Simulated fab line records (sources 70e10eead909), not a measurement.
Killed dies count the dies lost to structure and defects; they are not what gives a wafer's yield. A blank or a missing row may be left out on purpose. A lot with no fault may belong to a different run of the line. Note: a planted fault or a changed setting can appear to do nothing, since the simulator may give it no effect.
A lot that was struck, set against a sound lot    flow nand-harc    25 out of 1302 route steps
Sound: these wafers, L202.2, L202.5, L202.6. Wafers struck: L210.4, L210.5, L210.6. The cause is given at the end.
For every step that has rows: the tool of each side, followed by ch and its chambers, followed by its first start. Under that, the readings that differ: sound wafers    struck wafers    difference of the means    sigmas: that difference in standard deviations of wafers without a fault.
alike: words and numbers the same on both sides, and readings whose means are apart by under 2 such deviations; not compared: readings that were withheld, readings missing a value for some wafer, numbers with overlapping values and no deviation given by the record, and bounds like >300 which may hide the same value.
The two part at a step that has a row with sigmas, a row that says differs or no value, or rows on one side only. Non-overlapping numbers with no deviation appear without sigmas and do not part them. A reading missing from all wafers of one side parts the sides only when that side holds two or more wafers.

first, 1 step without rows for these wafers: NHARC_A_M0_SRD_25.
NHARC_A_M0_INSPECT_27:
  struck on defect-inspect-02, day 26 22:14; sound on defect-inspect-01, day 23 13:01
  alike: raw-defect-count
NHARC_A_M0_PRE_CLEAN_31: time 12 s.
  sound on pecvd-02 ch 1,2, day 23 13:07; struck on pecvd-04 ch 0,1,2, day 26 22:21
  alike: heater-power-w
  not compared: since-wet-clean-h
NHARC_A_M0_DEP_32: deposits SiCN, target thk 30 nm.
  sound on pecvd-02 ch 1,2, day 23 13:15; struck on pecvd-04 ch 0,1,2, day 26 22:31
  alike: heater-power-w
  not compared: since-wet-clean-h
then, 7 steps without rows for these wafers: NHARC_A_M1_DEP_00 (deposits SiOC, target thk 182.5 nm); NHARC_A_M1_DEHYDRATE_01 (time 120 s); NHARC_A_M1_HMDS_02 (time 30 s); NHARC_A_M1_COAT_34 (time 65 s); NHARC_A_M1_COAT_03 (resist thk 90 nm); NHARC_A_M1_SOFTBAKE_04 (time 55 s); NHARC_A_M1_EBR_05.
NHARC_A_M1_EXPOSE_06: exposes mask A M1, target cd 120 nm.
  sound on arfi-scanner-02 ch 0, day 23 14:17; struck on arfi-scanner-02 ch 0, day 26 23:31
reading               sound              struck             difference  sigmas
exposure-dose-mJ-cm2  75.13 75.09 75.06  86.16 86.13 86.18  +11.06      +99 or more
  alike: mask
then, 2 steps without rows for these wafers: NHARC_A_M1_PEB_07 (peb time 65 s); NHARC_A_M1_DEVELOP_08 (develop time 35 s).
NHARC_A_M1_CD_MEAS_09 targets a cd of 120 nm.
  sound on cd-sem-03 ch 0, day 23 14:25; struck on cd-sem-03 ch 0, day 26 23:39
reading     sound              struck             difference  sigmas
cd-nm (nm)  120.8 120.2 120.5  128.8 128.4 127.9  +7.9        +11
NHARC_A_M1_OVL_MEAS_10: pitch 240 nm.
  struck on overlay-02, day 26 23:44; sound on overlay-01, day 23 14:30
  alike: overlay-x-nm, overlay-y-nm
NHARC_A_M1_INSPECT_11:
  struck on defect-inspect-01, day 26 23:46; sound on defect-inspect-01, day 23 14:32
  alike: raw-defect-count
NHARC_A_M1_DESCUM_14: chemistry O2, time 3 s.
  sound on rie-diel-10 ch 0,1, day 23 14:36; struck on rie-diel-10 ch 0,3, day 26 23:50
reading                sound              struck             difference  sigmas
model.A_M1.cd-nm (nm)  120.2 120.3 120.1  128.6 127.8 128.2  +8.0        
  alike: drypump-motor-current-A, oes-product-au, rf-vpp-V, showerhead-plenum-p-Torr, throttle-valve-pct
  not compared: rf-hours-counter-h
NHARC_A_M1_ETCH_35: etches the open film in N2/H2, target depth 40 nm, overetch 12 nm, time 43.94 s.
  sound on rie-diel-10 ch 0,1, day 23 14:41; struck on rie-diel-10 ch 0,3, day 26 23:55
  alike: drypump-motor-current-A, oes-product-au, rf-vpp-V, showerhead-plenum-p-Torr, throttle-valve-pct
  not compared: rf-hours-counter-h
NHARC_A_M1_ETCH_15: etches the open film in C4F8/Ar, target depth 182.5 nm, time 91.2 s.
  sound on rie-diel-10 ch 0,1,2; struck on rie-diel-10 ch 0,2,3
  alike: oes-product-au, rf-vpp-V
  not compared: rf-hours-counter-h
NHARC_A_M1_CD_MEAS_16:
  struck on cd-sem-03, day 27 00:09; sound on cd-sem-02, day 23 14:55
reading     sound              struck             difference  sigmas
cd-nm (nm)  119.9 119.6 120.0  127.6 127.7 127.7  +7.8        +8
NHARC_A_M1_STRIP_18: strips in N2/H2.
  sound on rie-diel-04 ch 0,3, day 23 15:01; struck on rie-diel-10 ch 0,1, day 27 00:14
  alike: drypump-motor-current-A, oes-product-au, rf-vpp-V, showerhead-plenum-p-Torr, throttle-valve-pct
  not compared: rf-hours-counter-h
NHARC_A_M1_ETCH_28: etches the open film in CF4/N2, target depth 30 nm, time 72.99 s.
  sound on rie-diel-04 ch 0,2,3; struck on rie-diel-10 ch 0,3
reading                sound              struck             difference  sigmas
model.A_M1.cd-nm (nm)  119.8 120.9 119.6  128.5 127.3 128.2  +7.9        
  alike: drypump-motor-current-A, oes-product-au, rf-vpp-V, showerhead-plenum-p-Torr, throttle-valve-pct
  not compared: rf-hours-counter-h
then, 1 step without rows for these wafers: NHARC_A_M1_STRIP_19 (strips in post etch residue remover, time 600 s).
NHARC_END_SORT_01:
  sound on prober-02 ch 0, day 25 04:28; struck on prober-01 ch 0, day 28 13:14
  alike: defect-limited-yield, killed-at-array, killed-at-other, killed-at-periphery, killed-dies, killed-open, killed-short

== WHERE THEY PART ==
At NHARC_A_M1_EXPOSE_06 first; at NHARC_A_M1_CD_MEAS_16 last (within this record only). Later steps at which nothing parts them and some readings are alike: NHARC_A_M1_STRIP_18, NHARC_A_M1_ETCH_28, NHARC_END_SORT_01.

WHY: whatever the simulator had introduced
Process parameter drift: arfi-scanner-02, from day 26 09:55 on, at NHARC_A_M1_EXPOSE_06. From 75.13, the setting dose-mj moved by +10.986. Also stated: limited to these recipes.
